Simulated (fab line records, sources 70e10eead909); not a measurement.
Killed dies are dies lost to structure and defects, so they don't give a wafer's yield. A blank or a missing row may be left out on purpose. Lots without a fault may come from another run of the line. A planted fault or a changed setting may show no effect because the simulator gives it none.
A struck lot beside a sound one | flow nand_harc | 14 steps out of a route of 1159
Sound: wafers L737.1, L737.3, L737.5. Struck: wafer L733.3. (L733.4 of the same lot was not struck and is left out.) The cause comes at the end.
At each step with rows: each side's tool, then ch and its chambers, then its first start. Under that, the readings that differ: sound wafers | struck wafers | difference of the means | sigmas: that difference in standard deviations of wafers without a fault.
alike: readings whose means differ by less than 2 such deviations, and words and numbers that are the same on both sides. not compared: withheld readings, readings that some wafer has no value for, bounds like >300 that may hide the same value, and numbers for which the record gives no deviation and whose values overlap.
The two part at a step that has a row with sigmas, a row that says differs or no value, or rows on one side only. Numbers that don't overlap but have no deviation are shown without sigmas and don't part them. A reading that every wafer of one side lacks parts them only if that side has two wafers or more.

NHARC_A_SOURCE_PLATE_THK_MEAS_06: measures by ellipsometry.
  sound on film_metro-01, day 11 05:43; struck on film_metro-01, day 10 01:45
  alike: thk_nm
NHARC_A_SOURCE_PLATE_INSPECT_08:
  sound on defect_inspect-02, day 11 05:46; struck on defect_inspect-02, day 10 01:49
  alike: raw_defect_count
then, 1 step without rows for these wafers: NHARC_A_ONON_D1_DEP_00 (target thk 1000 nm).
NHARC_A_ONON_D1_THK_MEAS_02: measures by ellipsometry.
  sound on film_metro-01, day 11 06:21; struck on film_metro-01, day 10 02:23
  alike: thk_nm
then, 1 step without rows for these wafers: NHARC_A_ONON_D1_DEP_03 (target thk 1000 nm).
NHARC_A_ONON_D1_THK_MEAS_05: measures by ellipsometry.
  sound on film_metro-01, day 11 06:55; struck on film_metro-01, day 10 02:58
  alike: thk_nm
then, 1 step without rows for these wafers: NHARC_A_ONON_D1_DEP_06 (target thk 1000 nm).
NHARC_A_ONON_D1_THK_MEAS_08: measures by ellipsometry.
  sound on film_metro-01, day 11 07:29; struck on film_metro-01, day 10 03:32
  reading     | sound       | struck | difference | sigmas
  thk_nm (nm) | 973 974 975 | 994    | +20        | +2
then, 1 step without rows for these wafers: NHARC_A_ONON_D1_DEP_09 (target thk 1000 nm).
NHARC_A_ONON_D1_THK_MEAS_11: measures by ellipsometry.
  sound on film_metro-01, day 11 08:02; struck on film_metro-01, day 10 04:05
  alike: thk_nm
NHARC_A_ONON_D1_DEP_12: target thk 1000 nm.
  sound on pecvd_onon-01 ch 0, day 11 08:06; struck on pecvd_onon-02 ch 0, day 10 04:16
NHARC_A_ONON_D1_THK_MEAS_14: measures by ellipsometry.
  sound on film_metro-01, day 11 08:36; struck on film_metro-01, day 10 04:41
  reading     | sound          | struck | difference | sigmas
  thk_nm (nm) | 1003 1003 1004 | 635    | -368       | -31
then, 1 step without rows for these wafers: NHARC_A_ONON_D1_ANNEAL_15 (time 3600 s).
-- the record jumps here: 13 days lie between the struck wafers' starts before and after (it left off in module A_ONON_D1 and takes up again in module END, whose first step shown is number 1159 of the route) --
NHARC_END_SORT_01:
  the record has rows for the struck wafers here (prober-01 ch 0, day 22 23:37) and none for the sound ones

WHERE THEY PART
First at NHARC_A_ONON_D1_THK_MEAS_08; last, within this record, at NHARC_END_SORT_01.

WHY: what the simulator had put in
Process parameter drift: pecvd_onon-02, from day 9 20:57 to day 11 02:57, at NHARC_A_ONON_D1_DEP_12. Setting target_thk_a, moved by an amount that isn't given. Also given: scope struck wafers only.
